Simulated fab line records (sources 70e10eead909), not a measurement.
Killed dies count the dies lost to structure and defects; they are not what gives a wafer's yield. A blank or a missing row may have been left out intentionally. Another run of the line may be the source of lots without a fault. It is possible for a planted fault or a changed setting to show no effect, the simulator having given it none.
Matching of chambers | flow nand harc | rie diel-03 running NHARC_A_CONTACT_ETCH_88: 4 sister chambers
The step etches the open film in CF4, target depth 39 nm, time 65 s. 8 wafers are shown with their chamber, then 9 later ones without.

WAFERS, EACH WITH ITS CHAMBER
wafer  | chamber | rf vpp V (V) | showerhead plenum p Torr (Torr)
L081.4 | 3       | 150.8        | 1.76
L081.5 | 2       | 151.1        | 1.64
L084.6 | 3       | 150.1        | 1.75
L087.1 | 2       | 152.3        | 1.91
L087.6 | 1       | 149.9        | 1.67
L090.2 | 1       | 149.5        | 1.67
L090.4 | 0       | 153.1        | 1.90
L090.6 | 0       | 151.7        | 1.90

WAFERS WHOSE CHAMBER IS MISSING
wafer  | rf vpp V (V) | showerhead plenum p Torr (Torr)
L092.3 | 149.5        | 1.66
L092.4 | 152.5        | 1.90
L092.5 | 153.3        | 1.91
L094.2 | 152.2        | 1.90
L094.3 | 151.5        | 1.90
L094.4 | 150.4        | 1.75
L097.2 | 153.2        | 1.90
L097.4 | 152.4        | 1.90
L097.6 | 151.5        | 1.66

CHAMBER TAKEN BY EACH
wafer  | from the rows above               | in truth
L092.3 | can't be placed: 1 or 3           | 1
L092.4 | can't be placed: 0 or 2           | 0
L092.5 | can't be placed: 0 or 2           | 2
L094.2 | can't be placed: 0 or 2           | 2
L094.3 | can't be placed: 0 or 2 or 3      | 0
L094.4 | can't be placed: 3 or 1 or 2      | 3
L097.2 | can't be placed: 0 or 2           | 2
L097.4 | can't be placed: 0 or 2           | 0
L097.6 | can't be placed: 2 or 3 or 1 or 0 | 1
Correct placement for 0 of the 9. From these rows, 9 cannot be placed; in 9 the true chamber is one of the candidates. Placed wrongly: 0.
How it was worked out, from the rows above alone: a wafer's distance from a chamber is the root of the sum, over the readings, of the square of ((its reading less the chamber's mean) divided by the reading's scatter). The wafer belongs to the nearest chamber; if the next one is less than 2 further off, it can't be placed. For every chamber, the mean is computed from those of its wafers that are shown. The scatter: take each reading less its chamber's mean, square it, sum over the shown wafers, divide by the number of wafers less the number of chambers, and take the root.
